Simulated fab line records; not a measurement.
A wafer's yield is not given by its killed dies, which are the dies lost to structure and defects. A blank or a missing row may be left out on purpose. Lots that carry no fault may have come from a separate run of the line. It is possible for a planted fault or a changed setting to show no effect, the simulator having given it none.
The tool behind it: which one? + flow nand_harc + 12 lots, 36 wafers sampled, at 1 step of a route of 1159

WHAT THE GAUGES SHOWED, per wafer
NHARC_P_BONDPAD_THK_MEAS_33: measures by ellipsometry.
| lot  | measured     | on            | thk_nm (nm)       |
|------|--------------|---------------|-------------------|
| L075 | day 6 16:29  | film_metro-01 | 199.8 200.1 203.0 |
| L076 | day 7 03:05  | film_metro-02 | 199.7 200.8 200.7 |
| L081 | day 8 01:44  | film_metro-02 | 200.6 200.1 202.1 |
| L079 | day 8 08:01  | film_metro-02 | 196.3 199.5 202.7 |
| L083 | day 8 11:50  | film_metro-02 | 202.4 200.8 201.8 |
| L088 | day 9 10:30  | film_metro-01 | 201.5 199.6 201.1 |
| L085 | day 9 16:19  | film_metro-01 | 201.9 200.0 199.9 |
| L089 | day 10 03:48 | film_metro-01 | 200.7 197.1 198.8 |
| L091 | day 10 13:15 | film_metro-02 | 199.4 197.7 198.2 |
| L093 | day 10 22:41 | film_metro-01 | 199.7 198.9 200.6 |
| L094 | day 11 10:02 | film_metro-02 | 200.7 202.3 200.3 |
| L097 | day 12 05:58 | film_metro-01 | 199.7 199.9 200.5 |

WHICH TOOL RAN EACH LOT (tool, then ch and the chambers of the sampled wafers, then the start)
The record holds no process step before these readings.

THE ANSWER, worked out from the rows above alone
Rule: what is usual is taken from the lots themselves. Put in order of their means at a reading, lots are off if they are a third of the lots or fewer, leave a main group of 4 or more, and stand apart from it by a gap of 3 or more times the standard deviation of the main group's means; of several such gaps the widest counts. A main group is skipped when, at the precision printed for the reading in the tables above, its means are all equal. A lot without any number at a reading at which 4 lots or more have one is off too. All remaining lots with rows at the step are treated as sound.
Nothing can be told from this: no lot is off at any reading shown.

WHAT HAD BEEN PUT IN BY THE SIMULATOR
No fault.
